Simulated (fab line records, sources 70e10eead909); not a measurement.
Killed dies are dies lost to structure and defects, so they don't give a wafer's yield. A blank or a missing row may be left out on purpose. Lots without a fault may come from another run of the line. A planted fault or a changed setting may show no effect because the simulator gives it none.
fab line records | flow nand_harc | part 1 of 2: steps 1 to 32 of 43
record lots=5 wafers=15 last_day=33
route steps=1302 shown P_STI@89 P_GATE@110
lots that met no fault: from a run of the same line without faults
start_h: hours from the record's first day to the start of the lot's first wafer shown | wait_h: hours since the lot's step before | " the same as in the row above | L1.1+2: a row that stands for several wafers | - no value, or no start given | * or withheld: withheld | < > ~ a bound
route shown NAME@n: a module of which the file shows steps, and the number in the route of the first | usual: mean/standard deviation of fault-free wafers | same: alike in all rows | chamber/n: place in a boat | sites: the reading at each site | _std_site: their standard deviation | _edge_site: outer sites' mean less inner sites' | radius_mm: how far each site lies from the wafer's centre | mask NAME#n: copy n | behind: the tool/chamber that last shaped the wafer | hold: why the lot was held/for how many hours/how that ended | device: the transistor (n, p or np) that didn't switch | end of line: the same wafers' tests at the end of the route | a step without rows: its recipe alone | killed: dies lost to structure and defects at the first sort, not the wafer's yield | map: a wafer's dies, x killed, . not, _ none there
set.NAME: the setting as run; set.NAME@STEP: as run at that earlier step | model.NAME: the simulator's own value behind a step, which no gauge read
lots at some steps of the route; a table a step, a row a wafer
services: from which hour (start_h, from the record's first day; less than 0 if before it) a tool's chamber was out of use, for how many hours, and why
## steps
# step NHARC_P_STI_ETCH_31
# recipe target_depth_a=1089 time_s=54.5 cf4_flow_sccm=100 chf3_flow_sccm=30 ar_flow_sccm=0 rf_w=500 bias_w=200 chemistry=CF4/CHF3
# usual drypump_motor_current_A=5.6/0.44 oes_product_au=0.954/0.019 rf_vpp_V=370.1/1.6 showerhead_plenum_p_Torr=1.56/0.041 throttle_valve_pct=16.802/0.0082
# columns lot.wafer tool chamber start_h wait_h drypump_motor_current_A oes_product_au rf_hours_counter_h rf_vpp_V showerhead_plenum_p_Torr throttle_valve_pct
L084.2 rie_diel-13 0 - - 6.3 0.959 9 370.1 1.54 16.808
L084.3 " 2 " " 5.4 0.929 9 371.8 1.61 16.791
L084.1 " 3 " " 5.7 0.939 9 369.9 1.54 16.810
L088.1 rie_diel-13 0 - - 6.3 0.935 1 370.8 1.54 16.804
L088.2 " 1 " " 5.1 0.936 1 368.7 1.53 16.799
L088.5 " 1 " " 5.1 0.941 - 369.0 1.53 16.786
L092.2 rie_diel-13 0 - - 6.3 0.911 3 368.9 1.53 16.802
L092.4 " 1 " " 5.1 0.924 3 370.2 1.53 16.810
L092.5 " 2 " " 5.4 0.922 - 372.1 1.61 16.800
L094.4 rie_diel-09 3 - - 5.7 0.972 4 368.4 1.56 16.806
L094.1 " 1 " " 5.4 0.959 4 366.6 1.48 16.799
L094.5 " 2 " " 5.7 0.951 - 373.1 1.62 16.790
L097.2 rie_diel-06 0 - - 4.8 0.959 9 370.3 1.56 16.813
L097.3 " 2 " " 5.5 0.972 13 371.3 1.56 16.812
L097.4 " 3 " " 6.1 0.960 13 369.5 1.54 16.802
# step NHARC_P_STI_ETCH_15
# recipe target_depth_a=3000 taper_deg=4 time_s=100.1 hbr_flow_sccm=150 cl2_flow_sccm=50 rf_w=400 icp_w=400 bias_w=100 chemistry=HBr/Cl2
# usual drypump_motor_current_A=5.7/0.32 he_backside_leak_sccm=2.7/0.38 oes_product_au=1.001/0.007 throttle_valve_pct=26.405/0.0085
# columns lot.wafer tool chamber start_h wait_h drypump_motor_current_A he_backside_leak_sccm oes_product_au rf_hours_counter_h throttle_valve_pct
L084.3 rie_si-03 1 146.76 - 5.4 2.7 1.017 0.7 26.404
L084.2 " 2 " " 5.5 2.5 1.007 0.6 26.406
L084.1 " 0 " " 5.3 2.4 1.011 0.6 26.400
L088.1 rie_si-02 0 184.91 - 5.5 2.4 0.984 0.6 26.407
L088.2 " 2 " " 5.7 2.8 0.991 0.5 26.401
L088.5 " 0 " " 5.5 2.5 0.988 - 26.405
L092.2 rie_si-02 0 224.58 - 5.5 2.4 0.994 0.9 26.396
L092.4 " 1 " " 5.4 2.7 0.994 - 26.394
L092.5 " 2 " " 5.7 3.1 0.999 - 26.405
L094.1 rie_si-02 3 248.17 - 5.9 2.5 1.011 0.8 26.402
L094.4 " 0 " " 5.5 2.5 1.006 1.1 26.420
L094.5 " 2 " " 5.7 3.0 0.996 - 26.405
L097.3 rie_si-02 1 273.78 - 5.4 2.8 1.014 1.2 26.409
L097.2 " 2 " " 5.7 2.9 0.998 1.1 26.402
L097.4 " 3 " " 6.0 2.4 1.016 1.0 26.414
# step NHARC_P_STI_CD_MEAS_16
# usual cd_nm=199.8/2.3
# columns lot.wafer tool chamber start_h wait_h cd_nm
L084.1 cd_sem-03 - 146.92 - 199.8
L084.2 " - " " 201.8
L084.3 " - " " 198.3
L088.1 cd_sem-03 - 185.06 - 201.5
L088.2 " - " " 201.1
L088.5 " - " " 202.0
L092.2 cd_sem-02 - 224.74 - 197.8
L092.4 " - " " 200.2
L092.5 " - " " 198.4
L094.1 cd_sem-03 - 248.30 - 197.4
L094.4 " - " " 195.9
L094.5 " - " " 200.1
L097.2 cd_sem-01 - 273.93 - 206.2
L097.3 " - " " 201.8
L097.4 " - " " 201.4
# step NHARC_P_STI_OCD_MEAS_17
# usual trench_depth_nm=301.2/2.7 trench_foot_cd_nm=158.3/2.2
# columns lot.wafer tool chamber start_h wait_h trench_depth_nm trench_foot_cd_nm
L084.1 ocd-01 - 147.01 0.1 302.8 157.7
L084.2 " - " " 303.6 159.6
L084.3 " - " " 304.6 156.0
L088.1 ocd-01 - 185.15 0.1 296.2 160.3
L088.2 " - " " 296.7 160.0
L088.5 " - " " 296.9 160.8
L092.2 ocd-01 - 224.82 0.1 299.9 156.9
L092.4 " - " " 298.5 158.7
L092.5 " - " " 298.6 156.9
L094.1 ocd-01 - 248.39 0.1 304.9 155.4
L094.4 " - " " 301.7 154.4
L094.5 " - " " 302.1 158.8
L097.2 ocd-02 - 274.01 0.1 303.4 163.8
L097.3 " - " " 305.7 160.0
L097.4 " - " " 306.8 159.3
# step NHARC_P_STI_STRIP_19
# recipe time_s=900 temp_c=130 chemistry=SPM
# usual bath_heat_duty_pct=15.4/1.8
# columns lot.wafer tool chamber start_h wait_h bath_heat_duty_pct
L084.3 wet_bench-01 7 147.07 0.1 11.7
L084.2 " 1 " " 15.1
L084.1 " 2 " " 18.3
L088.5 wet_bench-02 1 185.21 0.0 21.0
L088.1 " 2 " " 15.9
L088.2 " 4 " " 16.1
L092.4 wet_bench-01 1 224.87 0.0 13.6
L092.2 " 2 " " 17.3
L092.5 " 4 " " 16.2
L094.5 wet_bench-04 7 248.45 0.1 12.3
L094.4 " 2 " " 15.5
L094.1 " 3 " " 17.0
L097.3 wet_bench-01 4 274.07 0.0 15.7
L097.4 " 5 " " 14.2
L097.2 " 1 " " 15.0
# step NHARC_P_STI_PRECLEAN_32
# recipe time_s=* temp_c=50 bath_age_min=0 chemistry=SC1
# usual bath_heat_duty_pct=7.4/1
# columns lot.wafer tool chamber start_h wait_h bath_heat_duty_pct
L084.3 wet_bench-01 7 - - 5.2
L084.2 " 1 " " 6.4
L084.1 " 2 " " 9.6
L088.5 wet_bench-02 1 - - 10.0
L088.1 " 2 " " 6.9
L088.2 " 4 " " 7.8
L092.4 wet_bench-01 1 - - 6.3
L092.2 " 2 " " 9.5
L092.5 " 4 " " 7.2
L094.5 wet_bench-04 7 - - 6.1
L094.4 " 2 " " 7.4
L094.1 " 3 " " 7.9
L097.3 wet_bench-01 4 - - 7.7
L097.4 " 5 " " 6.6
L097.2 " 1 " " 6.7
# step NHARC_P_STI_SRD_23
# columns lot.wafer tool chamber start_h wait_h
L084.3+2+1 wet_bench-01 7,1,2 - -
L088.5+1+2 wet_bench-02 1,2,4 - -
L092.4+2+5 wet_bench-01 1,2,4 - -
L094.5+4+1 wet_bench-04 7,2,3 - -
L097.3+4+2 wet_bench-01 4,5,1 - -
# step NHARC_P_STI_OCD_MEAS_43
# usual trench_depth_nm=301.2/2.7 trench_foot_cd_nm=158.3/2.2
# columns lot.wafer tool chamber start_h wait_h trench_depth_nm trench_foot_cd_nm
L084.1 ocd-02 - 147.51 - 302.8 157.6
L084.2 " - " " 303.5 159.9
L084.3 " - " " 304.6 155.4
L088.1 ocd-02 - 185.66 - 296.3 160.2
L088.2 " - " " 296.7 159.9
L088.5 " - " " 296.7 160.7
L092.2 ocd-02 - 225.42 - 300.0 156.5
L092.4 " - " " 298.2 158.4
L092.5 " - " " 298.1 157.1
L094.1 ocd-02 - 248.90 - 304.6 156.4
L094.4 " - " " 301.6 155.0
L094.5 " - " " 301.3 159.5
L097.2 ocd-01 - 274.52 - 303.3 163.1
L097.3 " - " " 305.1 160.0
L097.4 " - " " 306.5 159.6
# step NHARC_P_STI_OXIDE_33
# recipe target_thk_a=100 temp_c=1000 ox_time_s=281 material=SiO2
# usual ox_temp_c=1000.0/0.38
# columns lot.wafer tool chamber start_h wait_h ox_temp_c
L084.1 furnace-01 0 152.76 5.3 999.8
L084.2 " 0 " " 1000.3
L084.3 " 0 " " 1000.5
L088.1 furnace-06 0 189.78 4.1 1000.1
L088.2 " 0 " " 1000.3
L088.5 " 0 " " 1000.1
L092.2 furnace-01 0 232.10 6.7 999.0
L092.4 " 0 " " 999.9
L092.5 " 0 " " 999.7
L094.1 furnace-01 0 252.64 3.7 999.7
L094.4 " 0 " " 999.4
L094.5 " 0 " " 999.8
L097.2 furnace-08 0 278.79 4.3 1000.1
L097.3 " 0 " " 999.9
L097.4 " 0 " " 1000.1
# step NHARC_P_STI_HDPCVD_20
# recipe target_thk_a=withheld sigma_open_frac=withheld material=SiO2
# columns lot.wafer tool chamber start_h wait_h
L084.2+1+3 hdpcvd-01 1,0,1 157.49 0.4
L088.2+1+5 hdpcvd-01 0,1,0 198.00 3.9
L092.2+4+5 hdpcvd-01 0,0,1 236.88 0.5
L094.1+4+5 hdpcvd-01 0,1,1 257.46 0.5
L097.2+4+3 hdpcvd-01 1,0,1 283.57 0.5
# step NHARC_P_STI_ANNEAL_34
# recipe temp_c=1000 time_s=1800
# columns lot.wafer tool chamber start_h wait_h
L084.1+2+3 furnace-06 0 162.79 5.1
L088.1+2+5 furnace-08 0 202.26 4.1
L092.2+4+5 furnace-01 0 240.35 3.4
L094.1+4+5 furnace-01 0 260.91 3.4
L097.2+3+4 furnace-06 0 287.72 4.1
# step NHARC_P_STI_CMP_21
# recipe t_overpolish_s=20 target_thk_nm=380.67
# usual motor_current_A=11.7/1.4 overpolish_run_s=20.000/0.0092
# columns lot.wafer tool chamber start_h wait_h motor_current_A overpolish_run_s
L084.3 cmp-03 1 167.64 0.4 10.7 19.983
L084.1 " 2 " " 12.8 19.995
L084.2 " 3 " " 11.6 19.990
L088.1 cmp-03 0 207.22 0.4 11.1 20.007
L088.2 " 2 " " 13.0 19.985
L088.5 " 3 " " 11.5 19.990
L092.2 cmp-04 1 245.18 0.4 9.5 19.987
L092.4 " 3 " " 9.8 19.997
L092.5 " 1 " " 9.2 19.989
L094.4 cmp-03 2 265.83 0.4 12.2 20.040
L094.1 " 3 " " 11.2 19.991
L094.5 " 2 " " 12.2 19.996
L097.2 cmp-03 2 292.66 0.4 12.4 19.996
L097.3 " 3 " " 11.9 20.018
L097.4 " 1 " " 10.0 20.008
# step NHARC_P_STI_SRD_35
# columns lot.wafer tool chamber start_h wait_h
L084.1+3+2 wet_bench-01 6,7,1 167.95 0.0
L088.2+5+1 wet_bench-04 4,5,6 207.51 0.0
L092.4+5+2 wet_bench-01 7,2,3 245.48 0.0
L094.4+1+5 wet_bench-02 7,1,3 266.10 0.0
L097.3+4+2 wet_bench-02 0,1,2 292.97 0.0
# step NHARC_P_STI_ETCH_36
# recipe target_depth_a=388 chemistry=dHF material=SiO2
# columns lot.wafer tool chamber start_h wait_h
L084.1+3+2 wet_bench-01 6,7,1 167.97 0.0
L088.2+5+1 wet_bench-04 4,5,6 207.53 0.0
L092.4+5+2 wet_bench-01 7,2,3 245.51 0.0
L094.4+1+5 wet_bench-02 7,1,3 266.13 0.0
L097.3+4+2 wet_bench-02 0,1,2 292.99 0.0
# step NHARC_P_STI_STRIP_24
# recipe temp_c=160 chemistry=H3PO4 material=Si3N4
# usual bath_heat_duty_pct=28/3.3
# columns lot.wafer tool chamber start_h wait_h bath_heat_duty_pct
L084.1 wet_bench-01 6 167.99 0.0 33
L084.3 " 7 " " 21
L084.2 " 1 " " 26
L088.2 wet_bench-04 4 207.55 0.0 25
L088.5 " 5 " " 29
L088.1 " 6 " " 26
L092.4 wet_bench-01 7 245.52 0.0 23
L092.5 " 2 " " 33
L092.2 " 3 " " 24
L094.4 wet_bench-02 7 266.14 0.0 26
L094.1 " 1 " " 34
L094.5 " 3 " " 29
L097.3 wet_bench-02 0 293.00 0.0 29
L097.4 " 1 " " 36
L097.2 " 2 " " 29
# step NHARC_P_STI_ETCH_37
# recipe target_depth_a=110 chemistry=dHF material=SiO2
# columns lot.wafer tool chamber start_h wait_h
L084.1+3+2 wet_bench-01 6,7,1 - -
L088.2+5+1 wet_bench-04 4,5,6 - -
L092.4+5+2 wet_bench-01 7,2,3 - -
L094.4+1+5 wet_bench-02 7,1,3 - -
L097.3+4+2 wet_bench-02 0,1,2 - -
# step NHARC_P_STI_PRECLEAN_38
# recipe time_s=* temp_c=50 bath_age_min=0 chemistry=SC1
# usual bath_heat_duty_pct=7.6/0.99
# columns lot.wafer tool chamber start_h wait_h bath_heat_duty_pct
L084.1 wet_bench-01 6 - - 8.7
L084.3 " 7 " " 6.1
L084.2 " 1 " " 7.1
L088.2 wet_bench-04 4 - - 6.7
L088.5 " 5 " " 8.3
L088.1 " 6 " " 6.4
L092.4 wet_bench-01 7 - - 6.3
L092.5 " 2 " " 9.8
L092.2 " 3 " " 6.8
L094.4 wet_bench-02 7 - - 7.1
L094.1 " 1 " " 10.1
L094.5 " 3 " " 7.9
L097.3 wet_bench-02 0 - - 7.7
L097.4 " 1 " " 10.8
L097.2 " 2 " " 7.3
# step NHARC_P_STI_SRD_39
# columns lot.wafer tool chamber start_h wait_h
L084.1+3+2 wet_bench-01 6,7,1 - -
L088.2+5+1 wet_bench-04 4,5,6 - -
L092.4+5+2 wet_bench-01 7,2,3 - -
L094.4+1+5 wet_bench-02 7,1,3 - -
L097.3+4+2 wet_bench-02 0,1,2 - -
# step NHARC_P_STI_OXIDE_40
# recipe target_thk_a=100 temp_c=900 ox_time_s=1362 material=SiO2
# usual ox_temp_c=900.0/0.39
# columns lot.wafer tool chamber start_h wait_h ox_temp_c
L084.1 furnace-01 0 174.80 - 900.3
L084.2 " 0 " " 900.5
L084.3 " 0 " " 900.0
L088.1 furnace-06 0 218.32 - 899.9
L088.2 " 0 " " 899.6
L088.5 " 0 " " 899.5
L092.2 furnace-01 0 248.88 - 900.2
L092.4 " 0 " " 900.6
L092.5 " 0 " " 900.1
L094.1 furnace-08 0 270.99 - 900.3
L094.4 " 0 " " 900.0
L094.5 " 0 " " 900.3
L097.2 furnace-01 0 296.36 - 900.3
L097.3 " 0 " " 900.4
L097.4 " 0 " " 899.8
# step NHARC_P_STI_INSPECT_25
# usual raw_defect_count=235/91
# columns lot.wafer tool chamber start_h wait_h raw_defect_count
L084.1 defect_inspect-02 - 178.91 0.4 274
L084.2 " - " " 267
L084.3 " - " " 272
L088.1 defect_inspect-02 - 222.45 0.4 112
L088.2 " - " " 286
L088.5 " - " " 196
L092.2 defect_inspect-02 - 253.00 0.4 226
L092.4 " - " " 265
L092.5 " - " " 353
L094.1 defect_inspect-01 - 275.02 0.4 200
L094.4 " - " " 318
L094.5 " - " " 312
L097.2 defect_inspect-02 - 300.40 0.4 489
L097.3 " - " " 212
L097.4 " - " " 281
# step NHARC_P_GATE_ETCH_69
# recipe target_depth_a=140 chemistry=dHF material=SiO2
# columns lot.wafer tool chamber start_h wait_h
L084.2+1+3 wet_bench-05 0,2,4 178.96 0.0
L088.5+2+1 wet_bench-09 4,7,0 222.52 0.1
L092.2+5+4 wet_bench-03 1,2,5 253.05 0.0
L094.1+4+5 wet_bench-03 7,0,1 275.12 0.1
L097.4+3+2 wet_bench-03 6,7,3 300.45 0.0
# step NHARC_P_GATE_PRECLEAN_70
# recipe time_s=* temp_c=50 bath_age_min=0 chemistry=SC1
# usual bath_heat_duty_pct=7.0/0.69
# columns lot.wafer tool chamber start_h wait_h bath_heat_duty_pct
L084.2 wet_bench-05 0 179.07 0.1 7.2
L084.1 " 2 " " 6.9
L084.3 " 4 " " 6.5
L088.5 wet_bench-09 4 222.60 0.1 6.7
L088.2 " 7 " " 7.9
L088.1 " 0 " " 7.0
L092.2 wet_bench-03 1 253.15 0.1 7.7
L092.5 " 2 " " 7.3
L092.4 " 5 " " 6.3
L094.1 wet_bench-03 7 275.18 0.0 5.9
L094.4 " 0 " " 6.6
L094.5 " 1 " " 7.3
L097.4 wet_bench-03 6 300.54 0.1 8.2
L097.3 " 7 " " 6.1
L097.2 " 3 " " 6.3
# step NHARC_P_GATE_SRD_01
# columns lot.wafer tool chamber start_h wait_h
L084.2+1+3 wet_bench-05 0,2,4 - -
L088.5+2+1 wet_bench-09 4,7,0 - -
L092.2+5+4 wet_bench-03 1,2,5 - -
L094.1+4+5 wet_bench-03 7,0,1 - -
L097.4+3+2 wet_bench-03 6,7,3 - -
# step NHARC_P_GATE_OXIDE_02
# recipe target_thk_a=375 temp_c=950 p_h2o_torr=720 ox_time_s=365 material=SiO2
# usual ox_temp_c=950.0/0.43
# columns lot.wafer tool chamber start_h wait_h ox_temp_c
L084.1 furnace-07 0 182.65 - 949.8
L084.2 " 0 " " 949.2
L084.3 " 0 " " 949.0
L088.1 furnace-07 0 226.18 - 950.2
L088.2 " 0 " " 950.7
L088.5 " 0 " " 950.6
L092.2 furnace-04 0 256.87 - 949.9
L092.4 " 0 " " 949.9
L092.5 " 0 " " 950.0
L094.1 furnace-04 0 278.52 - 949.9
L094.4 " 0 " " 949.5
L094.5 " 0 " " 949.1
L097.2 furnace-07 0 304.63 - 950.0
L097.3 " 0 " " 950.5
L097.4 " 0 " " 950.0
# step NHARC_P_GATE_DEHYDRATE_03
# recipe temp_c=150 time_s=120
# usual heater_power_total_W=182.6/1.3
# columns lot.wafer tool chamber start_h wait_h heater_power_total_W
L084.1 litho_track-02 0 187.22 0.4 182.3
L084.2 " 0 " " 181.2
L084.3 " 0 " " 184.0
L088.1 litho_track-05 0 230.88 0.4 180.8
L088.2 " 0 " " 183.7
L088.5 " 0 " " 182.3
L092.2 litho_track-07 0 261.45 0.4 182.5
L092.4 " 0 " " 183.9
L092.5 " 0 " " 183.1
L094.1 litho_track-05 0 283.15 0.4 183.6
L094.4 " 0 " " 183.5
L094.5 " 0 " " 183.7
L097.2 litho_track-02 0 309.12 0.4 184.6
L097.3 " 0 " " 180.6
L097.4 " 0 " " 183.9
# step NHARC_P_GATE_HMDS_04
# recipe time_s=30
# columns lot.wafer tool chamber start_h wait_h
L084.1+2+3 litho_track-02 0 - -
L088.1+2+5 litho_track-05 0 - -
L092.2+4+5 litho_track-07 0 - -
L094.1+4+5 litho_track-05 0 - -
L097.2+3+4 litho_track-02 0 - -
# step NHARC_P_GATE_COAT_05
# recipe spin_rpm=4690
# columns lot.wafer tool chamber start_h wait_h
L084.1+2+3 litho_track-02 0 - -
L088.1+2+5 litho_track-05 0 - -
L092.2+4+5 litho_track-07 0 - -
L094.1+4+5 litho_track-05 0 - -
L097.2+3+4 litho_track-02 0 - -
# step NHARC_P_GATE_SOFTBAKE_06
# recipe temp_c=122 time_s=95
# usual heater_power_total_W=160.0/0.46
# columns lot.wafer tool chamber start_h wait_h heater_power_total_W
L084.1 litho_track-02 0 - - 160.1
L084.2 " 0 " " 159.1
L084.3 " 0 " " 159.5
L088.1 litho_track-05 0 - - 159.9
L088.2 " 0 " " 159.5
L088.5 " 0 " " 160.6
L092.2 litho_track-07 0 - - 160.8
L092.4 " 0 " " 160.6
L092.5 " 0 " " 160.3
L094.1 litho_track-05 0 - - 160.0
L094.4 " 0 " " 159.2
L094.5 " 0 " " 159.2
L097.2 litho_track-02 0 - - 160.5
L097.3 " 0 " " 159.9
L097.4 " 0 " " 160.1
# step NHARC_P_GATE_EBR_07
# columns lot.wafer tool chamber start_h wait_h
L084.1+2+3 litho_track-02 0 - -
L088.1+2+5 litho_track-05 0 - -
L092.2+4+5 litho_track-07 0 - -
L094.1+4+5 litho_track-05 0 - -
L097.2+3+4 litho_track-02 0 - -
# step NHARC_P_GATE_EXPOSE_08
# recipe na=0.6 dose_mj=16.75 mask_id=P_HV
# columns lot.wafer tool chamber start_h wait_h mask
L084.1+2+3 krf_scanner-04 0 187.49 - P_HV#0
L088.1+2+5 krf_scanner-03 0 231.05 - P_HV#0
L092.2+4+5 krf_scanner-03 0 261.72 - P_HV#0
L094.1+4+5 krf_scanner-03 0 283.42 - P_HV#0
L097.2+3+4 krf_scanner-03 0 309.40 - P_HV#0
# step NHARC_P_GATE_PEB_09
# recipe peb_temp_c=118 peb_time_s=85
# usual heater_power_total_W=163.93/0.27
# columns lot.wafer tool chamber start_h wait_h heater_power_total_W
L084.1 litho_track-02 0 187.55 0.1 164.30
L084.2 " 0 " " 163.75
L084.3 " 0 " " 163.92
L088.1 litho_track-07 0 231.11 0.1 163.65
L088.2 " 0 " " 163.60
L088.5 " 0 " " 164.39
L092.2 litho_track-07 0 261.79 0.1 163.75
L092.4 " 0 " " 164.09
L092.5 " 0 " " 163.76
L094.1 litho_track-07 0 283.49 0.1 163.70
L094.4 " 0 " " 163.64
L094.5 " 0 " " 163.71
L097.2 litho_track-05 0 309.46 0.1 163.61
L097.3 " 0 " " 163.62
L097.4 " 0 " " 163.67
# step NHARC_P_GATE_DEVELOP_10
# recipe time_s=70
# columns lot.wafer tool chamber start_h wait_h
L084.1+2+3 litho_track-02 0 - -
L088.1+2+5 litho_track-07 0 - -
L092.2+4+5 litho_track-07 0 - -
L094.1+4+5 litho_track-07 0 - -
L097.2+3+4 litho_track-05 0 - -
